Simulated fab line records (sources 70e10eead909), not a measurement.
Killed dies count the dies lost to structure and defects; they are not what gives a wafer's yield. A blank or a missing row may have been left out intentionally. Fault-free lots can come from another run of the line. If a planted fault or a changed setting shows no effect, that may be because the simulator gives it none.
A struck lot beside a sound one :: flow nand harc :: 25 steps out of a route of 1159
Sound: the wafers L264.2, L264.3, L264.6. The struck wafers were L278.1, L278.2, L278.6. At the end, the cause is stated.
At each step with rows: each side's tool, then ch and its chambers, then its first start. Under that, the readings that differ: sound wafers :: struck wafers :: difference of the means :: sigmas: that difference in standard deviations of wafers without a fault.
alike: words and numbers the same on both sides, and readings whose means are apart by under 2 such deviations; not compared: readings that were withheld, readings missing a value for some wafer, numbers with overlapping values and no deviation given by the record, and bounds like >300 which may hide the same value.
Wherever a step has rows on one side only, a row that says differs or no value, or a row with sigmas, the two part there. When numbers do not overlap yet have no deviation, they are printed without sigmas and do not part them. Lack of a reading on every wafer of one side parts them only where that side has two or more wafers.

first, 3 steps without rows for these wafers: NHARC_A_WL_FILL_PRECLEAN_30 (cleans in dHF, time 10 s); NHARC_A_WL_FILL_SRD_14; NHARC_A_WL_FILL_ALD_19 (deposits TiN, target thk 2 nm, pulse time 3 s, ald cycles 100).
NHARC_A_WL_FILL_CVD_20: deposits W, target thk 75 nm, time 5064 s.
  sound: cvd w-02 ch 0,1; struck: cvd w-02 ch 0,1
  alike: chamber pressure Torr, heater power w, throttle valve pct
  not compared: since wet clean h
NHARC_A_WL_FILL_CMP_12: polishes, t overpolish 30 s, target thk 75 nm.
  sound on cmp-02 ch 0,2, day 15 23:17; struck on cmp-04 ch 0,1,2, day 19 20:48
  alike: motor current A, overpolish run s, retaining ring pressure frac, time to endpoint s
following that, these wafers have no rows for 1 step: NHARC_A_WL_FILL_SRD_31.
NHARC_A_WL_FILL_INSPECT_15:
  sound: defect inspect-01 at day 15 23:45; struck: defect inspect-01 at day 19 21:14
  alike: raw defect count
NHARC_A_CONTACT_DEP_24: deposits SiO2, target thk 500 nm.
  sound on pecvd-03 ch 0,1, day 16 00:08; struck on pecvd-03 ch 0,1,2, day 19 21:22
  alike: chamber pressure Torr, flow sccm, heater power w, rf fwd power W, throttle valve pct
  not compared: since wet clean h
NHARC_A_CONTACT_DEP_28: deposits aC, target thk 3600 nm.
  sound on acl dep-01 ch 0, day 16 01:08; struck on acl dep-02 ch 0, day 19 21:55
  alike: throttle valve pct
NHARC_A_CONTACT_DEP_29: deposits SiON, target thk 70 nm.
  sound on pecvd-04 ch 0,2, day 16 03:00; struck on pecvd-03 ch 0,1, day 20 00:08
  alike: chamber pressure Torr, heater power w, rf fwd power W
  not compared: since wet clean h
then, 10 steps without rows for these wafers: NHARC_A_CONTACT_DEHYDRATE_32 (time 120 s); NHARC_A_CONTACT_HMDS_33 (time 30 s); NHARC_A_CONTACT_COAT_34 (time 75 s); NHARC_A_CONTACT_COAT_35 (time 65 s); NHARC_A_CONTACT_COAT_36 (resist thk 90 nm); NHARC_A_CONTACT_SOFTBAKE_37 (time 55 s); NHARC_A_CONTACT_EBR_38; NHARC_A_CONTACT_EXPOSE_39 (exposes mask A CC 3); NHARC_A_CONTACT_PEB_40 (peb time 65 s); NHARC_A_CONTACT_DEVELOP_41 (develop time 35 s).
NHARC_A_CONTACT_CD_MEAS_42: the cd target is 200 nm.
  sound on cd sem-02 ch 0, day 16 03:41; struck on cd sem-01 ch 0, day 20 00:52
  alike: cd nm
NHARC_A_CONTACT_OVL_MEAS_43:
  sound: overlay-01 at day 16 03:47; struck: overlay-02 at day 20 00:57
  alike: overlay x nm, overlay y nm
NHARC_A_CONTACT_INSPECT_44:
  sound: defect inspect-02 at day 16 03:49; struck: defect inspect-02 at day 20 00:59
reading: raw defect count
sound: 15 14 11
struck: 345 340 315
difference: +320
sigmas: +23
NHARC_A_CONTACT_DESCUM_47: chemistry O2, time 3 s.
  sound on rie diel-07 ch 0,1, day 16 03:53; struck on rie diel-08 ch 2,3, day 20 01:03
  alike: drypump motor current A, oes product au, rf vpp V, showerhead plenum p Torr, throttle valve pct
  not compared: rf hours counter h
-- the record jumps here: 3 days lie between the struck wafers' starts before and after (it left off in module A_CONTACT and takes up again in module END, whose first step shown is number 1159 of the route) --
NHARC_END_SORT_01:
  only the struck wafers appear in the record here, on prober-01 ch 0 at day 23 06:26; the sound ones have no rows

## WHERE THEY PART
Last at NHARC_END_SORT_01 as far as this record goes, first at NHARC_A_CONTACT_INSPECT_44.

WHY: what the simulator had put in
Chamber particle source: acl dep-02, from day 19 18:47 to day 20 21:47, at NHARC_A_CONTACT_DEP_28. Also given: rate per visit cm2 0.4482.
